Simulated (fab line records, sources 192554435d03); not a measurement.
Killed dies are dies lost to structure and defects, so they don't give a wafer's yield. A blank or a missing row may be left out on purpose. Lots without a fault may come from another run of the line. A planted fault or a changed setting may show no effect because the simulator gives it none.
Chamber matching | flow n5_finfet | N5_BEOL_M5_ETCH_62 on rie_diel-01: 4 sister chambers
The step etches SOC in N2/H2, target depth 75 nm, overetch 15 nm, time 112.5 s. 4 wafers are shown with their chamber, then 7 later ones without.

WAFERS WITH THEIR CHAMBER
wafer  | chamber | drypump_motor_current_A (A)
L754.3 | 0       | 5.71
L754.4 | 1       | 6.21
L755.1 | 2       | 5.65
L755.4 | 3       | 5.58

WAFERS WITHOUT THEIR CHAMBER
wafer  | drypump_motor_current_A (A)
L755.5 | 5.59
L756.1 | 5.56
L756.2 | 6.23
L756.4 | 5.64
L757.3 | 5.56
L757.4 | 5.63
L757.5 | 5.63

WHICH CHAMBER EACH WENT THROUGH
wafer  | from the rows above     | in truth
L755.5 | 3                       | 3
L756.1 | 3                       | 3
L756.2 | 1                       | 1
L756.4 | 2                       | 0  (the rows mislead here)
L757.3 | 3                       | 3
L757.4 | can't be placed: 2 or 3 | 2
L757.5 | can't be placed: 2 or 3 | 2
Placed correctly: 4 of 7. Can't be placed from these rows: 2 (the true chamber is among the candidates in 2). Placed wrongly: 1.
How it was worked out, from the rows above alone: a wafer's distance from a chamber is the root of the sum, over the readings, of the square of ((its reading less the chamber's mean) divided by the reading's scatter). The wafer belongs to the nearest chamber; if the next one is less than 2 further off, it can't be placed. A chamber's mean is the mean of its shown wafers. The scatter: with one shown wafer a chamber, the root of the mean of the squares of how far each hidden wafer lies from its nearest shown one.
